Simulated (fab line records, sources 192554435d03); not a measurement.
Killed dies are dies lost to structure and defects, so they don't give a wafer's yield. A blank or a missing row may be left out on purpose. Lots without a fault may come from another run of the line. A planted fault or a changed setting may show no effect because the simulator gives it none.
A sampling plan put to the test | flow n5_finfet | one fab line, 36 faults that these records tell of, each judged on the records of the lots that it struck; 1 more is left out, because the records don't allow judging it
The plan is the line's own looks: the steps of the route at which a gauge or an inspection reads the wafer and doesn't change it. A look can be judged if struck wafers have a number there and the file gives its usual mean and standard deviation on fault-free wafers. Caught: at a look after the fault's first step, the mean of the struck wafers lies 4 or more of those standard deviations (sigma) from the usual mean. On the tool: the same test on the tool's own readings at the fault's steps. Another recipe on the struck wafers, or a record that is blank for them alone, also counts as caught.

THE FAULTS, as the simulator had put them in
1. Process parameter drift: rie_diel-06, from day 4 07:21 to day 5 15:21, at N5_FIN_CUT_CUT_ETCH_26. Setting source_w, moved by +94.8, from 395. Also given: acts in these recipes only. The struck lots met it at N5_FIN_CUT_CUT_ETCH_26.
2. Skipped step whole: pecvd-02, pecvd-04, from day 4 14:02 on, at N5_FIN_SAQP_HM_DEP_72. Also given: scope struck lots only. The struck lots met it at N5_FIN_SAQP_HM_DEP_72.
3. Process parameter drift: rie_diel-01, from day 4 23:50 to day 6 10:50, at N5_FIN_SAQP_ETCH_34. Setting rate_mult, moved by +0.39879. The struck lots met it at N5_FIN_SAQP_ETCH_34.
4. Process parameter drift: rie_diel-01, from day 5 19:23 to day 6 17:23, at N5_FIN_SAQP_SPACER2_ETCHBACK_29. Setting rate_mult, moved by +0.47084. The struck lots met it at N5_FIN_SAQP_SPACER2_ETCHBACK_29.
5. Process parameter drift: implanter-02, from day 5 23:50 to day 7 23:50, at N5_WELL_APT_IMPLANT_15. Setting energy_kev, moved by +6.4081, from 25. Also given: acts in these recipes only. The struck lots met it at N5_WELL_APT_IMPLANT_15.
6. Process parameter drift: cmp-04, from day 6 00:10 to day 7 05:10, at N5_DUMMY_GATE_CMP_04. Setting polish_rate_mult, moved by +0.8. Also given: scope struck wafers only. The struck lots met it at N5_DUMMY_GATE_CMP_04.
7. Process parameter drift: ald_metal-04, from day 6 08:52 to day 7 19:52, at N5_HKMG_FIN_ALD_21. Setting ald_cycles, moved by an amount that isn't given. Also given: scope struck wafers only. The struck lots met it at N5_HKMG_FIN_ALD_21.
8. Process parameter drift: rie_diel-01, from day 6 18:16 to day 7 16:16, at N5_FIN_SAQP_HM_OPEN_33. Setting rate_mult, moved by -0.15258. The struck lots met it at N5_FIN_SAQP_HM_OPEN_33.
9. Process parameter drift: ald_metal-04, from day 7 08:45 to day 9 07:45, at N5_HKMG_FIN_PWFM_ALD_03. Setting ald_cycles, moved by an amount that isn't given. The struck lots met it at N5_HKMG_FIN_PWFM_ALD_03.
10. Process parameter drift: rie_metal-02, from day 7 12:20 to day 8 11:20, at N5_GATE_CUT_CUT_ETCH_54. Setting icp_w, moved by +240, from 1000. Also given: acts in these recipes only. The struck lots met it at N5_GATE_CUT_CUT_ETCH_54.
11. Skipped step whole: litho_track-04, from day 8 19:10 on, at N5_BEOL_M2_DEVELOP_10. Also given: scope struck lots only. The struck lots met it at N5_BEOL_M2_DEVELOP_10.
12. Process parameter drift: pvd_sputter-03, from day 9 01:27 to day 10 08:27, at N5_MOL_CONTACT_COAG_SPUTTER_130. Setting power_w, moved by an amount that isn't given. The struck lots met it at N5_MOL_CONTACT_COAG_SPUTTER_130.
13. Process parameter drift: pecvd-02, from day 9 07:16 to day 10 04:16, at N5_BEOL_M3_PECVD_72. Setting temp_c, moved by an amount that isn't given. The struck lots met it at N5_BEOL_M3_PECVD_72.
14. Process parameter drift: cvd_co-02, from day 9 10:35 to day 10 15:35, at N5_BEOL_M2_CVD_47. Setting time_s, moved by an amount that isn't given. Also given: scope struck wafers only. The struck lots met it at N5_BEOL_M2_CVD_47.
15. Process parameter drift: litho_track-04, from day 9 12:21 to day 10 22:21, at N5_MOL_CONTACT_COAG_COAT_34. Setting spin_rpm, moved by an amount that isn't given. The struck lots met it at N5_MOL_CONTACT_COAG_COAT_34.
16. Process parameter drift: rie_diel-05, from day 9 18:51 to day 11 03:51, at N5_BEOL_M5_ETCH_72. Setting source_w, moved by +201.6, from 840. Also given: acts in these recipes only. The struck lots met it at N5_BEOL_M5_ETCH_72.
17. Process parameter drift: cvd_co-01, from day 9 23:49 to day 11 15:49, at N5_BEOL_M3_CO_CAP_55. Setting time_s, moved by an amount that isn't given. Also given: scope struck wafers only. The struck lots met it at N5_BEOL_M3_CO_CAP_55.
18. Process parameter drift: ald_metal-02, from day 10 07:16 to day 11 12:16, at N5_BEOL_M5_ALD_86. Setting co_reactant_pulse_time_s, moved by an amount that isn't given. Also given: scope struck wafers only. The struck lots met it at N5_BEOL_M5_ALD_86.
19. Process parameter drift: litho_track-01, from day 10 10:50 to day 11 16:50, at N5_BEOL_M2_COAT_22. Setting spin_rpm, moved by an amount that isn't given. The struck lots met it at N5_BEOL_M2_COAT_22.
20. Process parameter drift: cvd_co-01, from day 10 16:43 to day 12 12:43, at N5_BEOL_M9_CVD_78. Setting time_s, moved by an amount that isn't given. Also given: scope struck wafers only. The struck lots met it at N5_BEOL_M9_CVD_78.
21. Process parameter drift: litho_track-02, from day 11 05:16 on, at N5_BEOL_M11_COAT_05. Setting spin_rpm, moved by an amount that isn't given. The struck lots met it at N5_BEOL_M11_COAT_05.
22. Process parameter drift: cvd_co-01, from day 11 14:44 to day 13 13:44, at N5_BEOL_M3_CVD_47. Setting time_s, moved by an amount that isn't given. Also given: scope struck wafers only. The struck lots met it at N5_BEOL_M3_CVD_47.
23. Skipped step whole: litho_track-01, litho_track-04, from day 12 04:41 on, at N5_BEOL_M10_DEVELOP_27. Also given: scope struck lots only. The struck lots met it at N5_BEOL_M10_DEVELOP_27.
24. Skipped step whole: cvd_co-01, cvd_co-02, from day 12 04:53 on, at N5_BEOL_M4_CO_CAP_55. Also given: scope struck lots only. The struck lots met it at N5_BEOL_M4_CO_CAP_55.
25. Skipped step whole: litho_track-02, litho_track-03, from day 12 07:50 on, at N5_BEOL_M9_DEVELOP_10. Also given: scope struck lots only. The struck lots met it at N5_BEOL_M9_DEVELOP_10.
26. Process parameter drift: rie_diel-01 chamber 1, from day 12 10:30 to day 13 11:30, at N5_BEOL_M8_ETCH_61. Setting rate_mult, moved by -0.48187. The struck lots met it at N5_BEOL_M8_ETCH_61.
27. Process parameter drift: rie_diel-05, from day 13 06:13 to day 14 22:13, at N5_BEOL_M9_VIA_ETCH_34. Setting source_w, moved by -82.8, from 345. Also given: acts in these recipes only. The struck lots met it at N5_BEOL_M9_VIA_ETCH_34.
28. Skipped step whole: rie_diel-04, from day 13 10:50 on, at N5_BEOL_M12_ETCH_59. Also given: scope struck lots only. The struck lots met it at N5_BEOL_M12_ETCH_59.
29. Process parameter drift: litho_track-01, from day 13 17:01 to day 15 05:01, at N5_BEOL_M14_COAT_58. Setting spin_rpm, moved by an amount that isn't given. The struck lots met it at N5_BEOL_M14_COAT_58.
30. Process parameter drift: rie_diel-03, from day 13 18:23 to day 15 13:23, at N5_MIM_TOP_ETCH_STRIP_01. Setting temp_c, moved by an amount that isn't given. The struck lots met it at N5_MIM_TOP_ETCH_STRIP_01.
31. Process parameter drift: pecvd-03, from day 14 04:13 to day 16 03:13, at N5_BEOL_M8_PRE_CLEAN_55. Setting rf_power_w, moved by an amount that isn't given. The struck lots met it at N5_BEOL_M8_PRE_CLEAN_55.
32. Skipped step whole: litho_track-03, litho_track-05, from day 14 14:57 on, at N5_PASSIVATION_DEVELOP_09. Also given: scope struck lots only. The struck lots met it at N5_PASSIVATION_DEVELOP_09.
33. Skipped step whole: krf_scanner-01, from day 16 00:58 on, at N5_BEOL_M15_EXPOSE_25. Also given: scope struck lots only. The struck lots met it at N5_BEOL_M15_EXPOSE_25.
34. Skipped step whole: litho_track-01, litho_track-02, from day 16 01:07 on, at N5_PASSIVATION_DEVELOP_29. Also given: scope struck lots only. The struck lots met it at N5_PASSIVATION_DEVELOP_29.
35. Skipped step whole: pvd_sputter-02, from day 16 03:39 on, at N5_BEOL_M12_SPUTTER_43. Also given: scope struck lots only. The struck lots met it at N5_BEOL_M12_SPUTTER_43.
36. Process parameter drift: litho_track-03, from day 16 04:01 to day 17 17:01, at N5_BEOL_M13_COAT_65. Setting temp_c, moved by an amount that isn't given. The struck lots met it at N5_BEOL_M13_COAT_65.

WHAT THE PLAN SAW
fault | on the tool itself                               | first look that catches it                      | reading, sigma                                    | median hours from its first step to that look | hours from the fault's start to the first struck lot there | judged looks passed uncaught
1     | rf_fwd_power_W +59 sigma                         | not the one look that can be judged after it    | -                                                 | -                                             | -                                                          | 1
2     | the tool's record is blank for the struck wafers | not the one look that can be judged after it    | -                                                 | -                                             | -                                                          | 1
3     | etch_rf_on_time_s -22 sigma                      | not the one look that can be judged after it    | -                                                 | -                                             | -                                                          | 1
4     | oes_product_au +4.0 sigma                        | not the one look that can be judged after it    | -                                                 | -                                             | -                                                          | 1
5     | beam_energy_keV +99 or beyond sigma              | not the one look that can be judged after it    | -                                                 | -                                             | -                                                          | 1
6     | time_to_endpoint_s -4.4 sigma                    | none of the 2 looks that can be judged after it | strongest: VT_N at N5_BEOL_M4_RC_MEAS_101, -2.0   | -                                             | -                                                          | 2
7     | under 2 sigma                                    | not the one look that can be judged after it    | strongest: VT_N at N5_BEOL_M4_RC_MEAS_101, -2.0   | -                                             | -                                                          | 1
8     | etch_rf_on_time_s +9.8 sigma                     | not the one look that can be judged after it    | -                                                 | -                                             | -                                                          | 1
9     | under 2 sigma                                    | none of the 2 looks that can be judged after it | -                                                 | -                                             | -                                                          | 2
10    | rf_fwd_power_W +40 sigma                         | not the one look that can be judged after it    | -                                                 | -                                             | -                                                          | 1
11    | the tool's record is blank for the struck wafers | no look after it can be judged                  | -                                                 | -                                             | -                                                          | 0
12    | cathode_dc_power_W +99 or beyond sigma           | not the one look that can be judged after it    | -                                                 | -                                             | -                                                          | 1
13    | susceptor_temp_C +23 sigma                       | not the one look that can be judged after it    | -                                                 | -                                             | -                                                          | 1
14    | run_length_s +5.1 sigma                          | not the one look that can be judged after it    | -                                                 | -                                             | -                                                          | 1
15    | spin_speed_rpm +87 sigma                         | not the one look that can be judged after it    | -                                                 | -                                             | -                                                          | 1
16    | rf_fwd_power_W +91 sigma                         | no look after it can be judged                  | -                                                 | -                                             | -                                                          | 0
17    | run_length_s +66 sigma                           | not the one look that can be judged after it    | -                                                 | -                                             | -                                                          | 1
18    | under 2 sigma                                    | no look after it can be judged                  | -                                                 | -                                             | -                                                          | 0
19    | spin_speed_rpm +49 sigma                         | none of the 2 looks that can be judged after it | -                                                 | -                                             | -                                                          | 2
20    | run_length_s -83 sigma                           | not the one look that can be judged after it    | -                                                 | -                                             | -                                                          | 1
21    | spin_speed_rpm -99 or beyond sigma               | no look after it can be judged                  | -                                                 | -                                             | -                                                          | 0
22    | run_length_s -99 or beyond sigma                 | not the one look that can be judged after it    | -                                                 | -                                             | -                                                          | 1
23    | the tool's record is blank for the struck wafers | no look after it can be judged                  | -                                                 | -                                             | -                                                          | 0
24    | the tool's record is blank for the struck wafers | none of the 3 looks that can be judged after it | -                                                 | -                                             | -                                                          | 3
25    | the tool's record is blank for the struck wafers | no look after it can be judged                  | -                                                 | -                                             | -                                                          | 0
26    | etch_rf_on_time_s +44 sigma                      | no look after it can be judged                  | -                                                 | -                                             | -                                                          | 0
27    | rf_fwd_power_W -69 sigma                         | not the one look that can be judged after it    | -                                                 | -                                             | -                                                          | 1
28    | the tool's record is blank for the struck wafers | no look after it can be judged                  | -                                                 | -                                             | -                                                          | 0
29    | spin_speed_rpm +99 or beyond sigma               | no look after it can be judged                  | -                                                 | -                                             | -                                                          | 0
30    | temp_c +35 sigma                                 | no look after it can be judged                  | -                                                 | -                                             | -                                                          | 0
31    | rf_fwd_power_W +14 sigma                         | no look after it can be judged                  | -                                                 | -                                             | -                                                          | 0
32    | the tool's record is blank for the struck wafers | no look after it can be judged                  | -                                                 | -                                             | -                                                          | 0
33    | no reading that can be judged                    | no look after it can be judged                  | -                                                 | -                                             | -                                                          | 0
34    | the tool's record is blank for the struck wafers | no look after it can be judged                  | -                                                 | -                                             | -                                                          | 0
35    | the tool's record is blank for the struck wafers | none of the 2 looks that can be judged after it | strongest: M12_RS at N5_BEOL_M12_RS_MEAS_54, -3.3 | -                                             | -                                                          | 2
36    | plate_temp_C -96 sigma                           | no look after it can be judged                  | -                                                 | -                                             | -                                                          | 0
A dash: the fault isn't caught, or these records don't give the number.

Caught at a look: 0 of 36. Caught on the tool: 32 of 36. By one or the other: 32 of 36.
Caught on the tool alone: faults 1, 2, 3, 4, 5, 6, 8, 10, 11, 12, 13, 14, 15, 16, 17, 19, 20, 21, 22, 23, 24, 25, 26, 27, 28, 29, 30, 31, 32, 34, 35, 36.
Caught by neither: faults 7, 9, 18, 33.
